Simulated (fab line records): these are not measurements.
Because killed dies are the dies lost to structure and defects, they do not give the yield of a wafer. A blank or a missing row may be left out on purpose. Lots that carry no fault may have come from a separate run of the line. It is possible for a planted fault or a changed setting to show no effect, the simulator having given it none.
Matching of chambers -- flow n5_finfet -- pecvd-03 running N5_BEOL_M2_ILD_DEP_00: 3 sister chambers
The step deposits SiOC from DEMS/O2, target thk 79 nm, time 15.3 s. 16 wafers are shown with their chamber, then 8 later ones without.

== WAFERS WITH THEIR CHAMBER ==
wafer,chamber,susceptor_temp_C (C),showerhead_plenum_p_Torr (Torr),heater_power_w (W)
L074.2,2,350.17,5.695,514
L074.5,1,350.04,5.677,537
L074.6,2,350.48,5.690,516
L082.1,1,349.81,5.666,576
L082.3,1,349.94,5.664,578
L082.4,0,350.33,5.696,537
L084.1,1,349.81,5.674,575
L084.2,2,350.22,5.675,525
L084.4,2,350.17,5.671,528
L087.2,1,349.99,5.664,589
L087.3,2,350.24,5.679,494
L087.5,2,349.89,5.666,495
L090.1,2,350.21,5.669,549
L090.4,2,350.26,5.689,555
L090.5,1,350.07,5.679,587
L091.1,1,349.95,5.681,568

SIGNATURES, as means of the wafers listed above
reading,chamber 0,chamber 1,chamber 2,scatter within a chamber
susceptor_temp_C,350.3300,349.9443,350.2050,0.137
showerhead_plenum_p_Torr,5.69600,5.67214,5.67925,0.0094
heater_power_w,537.00,572.86,522.00,20.2
Rule: a wafer lies at a distance from a chamber equal to the root of the sum of squares, over the readings, of (its reading less the chamber's mean, divided by the reading's scatter). The wafer belongs to the nearest chamber; if the next one is less than 2 further off, it can't be placed. The scatter is the square root of a quotient: the sum, over the shown wafers, of each reading's squared deviation from its chamber's mean, divided by wafers minus chambers.

== WAFERS WHOSE CHAMBER IS MISSING ==
wafer,susceptor_temp_C (C),showerhead_plenum_p_Torr (Torr),heater_power_w (W)
L091.4,349.99,5.701,540
L091.6,349.95,5.676,560
L096.1,350.65,5.677,540
L096.2,349.75,5.684,578
L096.3,349.98,5.684,511
L094.1,350.18,5.697,560
L094.4,349.89,5.673,550
L094.5,349.71,5.669,488

== WHICH CHAMBER EACH WENT THROUGH ==
wafer,from the rows above,in truth
L091.4,can't be placed: 0 or 2 or 1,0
L091.6,can't be placed: 1 or 2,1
L096.1,can't be placed: 0 or 2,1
L096.2,1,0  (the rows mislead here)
L096.3,can't be placed: 2 or 0 or 1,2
L094.1,can't be placed: 0 or 2 or 1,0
L094.4,can't be placed: 1 or 2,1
L094.5,can't be placed: 2 or 1 or 0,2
Correct placement for 0 of the 8. Not placeable from these rows: 7 (in 6, the candidates include the true chamber). Number placed wrongly: 1.
